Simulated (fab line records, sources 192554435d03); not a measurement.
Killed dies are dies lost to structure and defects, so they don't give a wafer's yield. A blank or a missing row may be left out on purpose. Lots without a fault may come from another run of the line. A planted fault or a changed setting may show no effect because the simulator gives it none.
Chamber matching | flow n5_finfet | N5_BEOL_M5_ETCH_68 on rie_diel-06: 4 sister chambers
The step etches SOC in N2/H2, target depth 80 nm, overetch 16 nm, time 120 s. 8 wafers are shown with their chamber, then 8 later ones without.

WAFERS WITH THEIR CHAMBER
wafer  | chamber | drypump_motor_current_A (A) | showerhead_plenum_p_Torr (Torr)
L076.1 | 2       | 5.2                         | 2.59
L086.5 | 1       | 5.5                         | 2.59
L087.2 | 1       | 5.5                         | 2.59
L087.3 | 0       | 6.3                         | 2.52
L091.1 | 2       | 5.2                         | 2.58
L091.2 | 0       | 6.2                         | 2.52
L091.4 | 3       | 5.4                         | 2.45
L090.2 | 3       | 5.4                         | 2.45

WAFERS WITHOUT THEIR CHAMBER
wafer  | drypump_motor_current_A (A) | showerhead_plenum_p_Torr (Torr)
L090.4 | 5.5                         | 2.59
L090.5 | 5.2                         | 2.58
L092.1 | 5.5                         | 2.59
L092.4 | 5.4                         | 2.45
L092.6 | 5.4                         | 2.45
L095.2 | 5.4                         | 2.44
L095.3 | 5.2                         | 2.57
L095.5 | 5.4                         | 2.44

WHICH CHAMBER EACH WENT THROUGH
wafer  | from the rows above | in truth
L090.4 | 1                   | 1
L090.5 | 2                   | 2
L092.1 | 1                   | 1
L092.4 | 3                   | 3
L092.6 | 3                   | 3
L095.2 | 3                   | 3
L095.3 | 2                   | 2
L095.5 | 3                   | 3
Placed correctly: 8 of 8. Can't be placed from these rows: 0. Placed wrongly: 0.
How it was worked out, from the rows above alone: a wafer's distance from a chamber is the root of the sum, over the readings, of the square of ((its reading less the chamber's mean) divided by the reading's scatter). The wafer belongs to the nearest chamber; if the next one is less than 2 further off, it can't be placed. A chamber's mean is the mean of its shown wafers. The scatter: the root of (the sum of the squares of (reading less its chamber's mean) over the shown wafers, divided by (wafers less chambers)).
